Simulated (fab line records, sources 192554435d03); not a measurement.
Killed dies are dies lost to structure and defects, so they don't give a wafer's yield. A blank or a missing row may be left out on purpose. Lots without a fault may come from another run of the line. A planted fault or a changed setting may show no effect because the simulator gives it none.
One fault seen from 2 desks | flow n5_finfet | each desk has only its own numbers; what lay behind them comes last

THE TOOL OWNER'S DESK: cvd_co-02
The tool's own readings at N5_BEOL_M4_CVD_47 (deposits Co from CCTBA/H2, target thk 3 nm, time 223.8 s): means of the sampled wafers that have a number, for each lot that ran on this tool. A lot is out of limits, marked OUT, if its mean lies more than 4 standard deviations from the usual mean; the brackets give that distance.
Columns: A = chamber_pressure_Torr at N5_BEOL_M4_CVD_47, usual 30.00 Torr; B = run_length_s at N5_BEOL_M4_CVD_47, usual 246.8 s
lot  | first seen here | A     | B
L331 | day 10 14:11    | 30.07 | 247.4
L330 | day 10 18:25    | 29.94 | 247.2
L333 | day 11 02:24    | 30.00 | 208.7 (-79) OUT
L335 | day 11 05:25    | 30.03 | 208.6 (-80) OUT
L336 | day 11 20:02    | 29.99 | 208.5 (-80) OUT
L344 | day 14 15:43    | 29.97 | 246.9
L345 | day 14 15:51    | 29.98 | 246.8
L346 | day 14 22:35    | 29.96 | 247.0
L347 | day 15 01:38    | 30.01 | 246.9
This desk's finding: out of limits on L333, L335, L336; first on L333, day 11 02:24 (run_length_s at N5_BEOL_M4_CVD_47). In limits: L331, L330, L344, L345, L346, L347.

THE METROLOGY DESK
What the gauges read, lot by lot, whatever tool the lot ran on: means of the sampled wafers that have a number. A lot is out of limits, marked OUT, if its mean lies more than 4 standard deviations from the usual mean; the brackets give that distance. Of its 11 readings 7 are shown: those that lie furthest out on some lot.
Columns: A = DIBL_N at N5_BEOL_M4_RC_MEAS_101, usual 35.1 mV/V; B = DIBL_P at N5_BEOL_M4_RC_MEAS_101, usual 34.9 mV/V; C = IOFF_N at N5_BEOL_M4_RC_MEAS_101, usual 0.143 nA/um; D = IOFF_P at N5_BEOL_M4_RC_MEAS_101, usual 0.21 nA/um; E = ION_N at N5_BEOL_M4_RC_MEAS_101, usual 671 uA/um; F = ION_P at N5_BEOL_M4_RC_MEAS_101, usual 463 uA/um; G = VT_P at N5_BEOL_M4_RC_MEAS_101, usual -250 mV
lot  | first seen here | A    | B    | C     | D    | E   | F   | G
L326 | day 8 14:45     | 34.2 | 34.0 | 0.131 | 0.20 | 674 | 466 | -249
L331 | day 10 13:03    | 35.1 | 34.0 | 0.124 | 0.16 | 662 | 451 | -257
L330 | day 10 17:53    | 34.6 | 35.3 | 0.140 | 0.21 | 680 | 468 | -248
L333 | day 11 01:32    | 35.3 | 34.7 | 0.145 | 0.20 | 675 | 463 | -252
L335 | day 11 04:27    | 34.9 | 34.0 | 0.125 | 0.17 | 665 | 458 | -255
L336 | day 11 16:39    | 37.7 | 37.4 | 0.182 | 0.29 | 688 | 477 | -242
L344 | day 14 14:47    | 36.0 | 36.3 | 0.150 | 0.23 | 668 | 465 | -249
L345 | day 14 14:56    | 35.7 | 36.8 | 0.171 | 0.22 | 677 | 459 | -249
L346 | day 14 21:39    | 36.5 | 35.3 | 0.151 | 0.25 | 674 | 470 | -245
L347 | day 15 00:37    | 35.0 | 35.7 | 0.135 | 0.22 | 668 | 466 | -248
This desk's finding: nothing out of limits on any of the 10 lots.

PUT TOGETHER
The tool owner's desk could have raised an alarm at day 11 02:24, on L333, L335, L336.
The metrology desk saw nothing out of limits.
The metrology desk has L333, L335, L336 on record, within its limits.
Of the lots named, all ran N5_BEOL_M4_CVD_47 on cvd_co-02.

WHAT THE SIMULATOR HAD PUT IN
Process parameter drift: cvd_co-02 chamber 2, from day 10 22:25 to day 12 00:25, at N5_BEOL_M4_CVD_47. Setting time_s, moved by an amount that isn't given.
Lots struck among those shown: L333, L335, L336.
Hours from the fault's start to each desk's first reading out of limits: the tool owner's desk, 4.
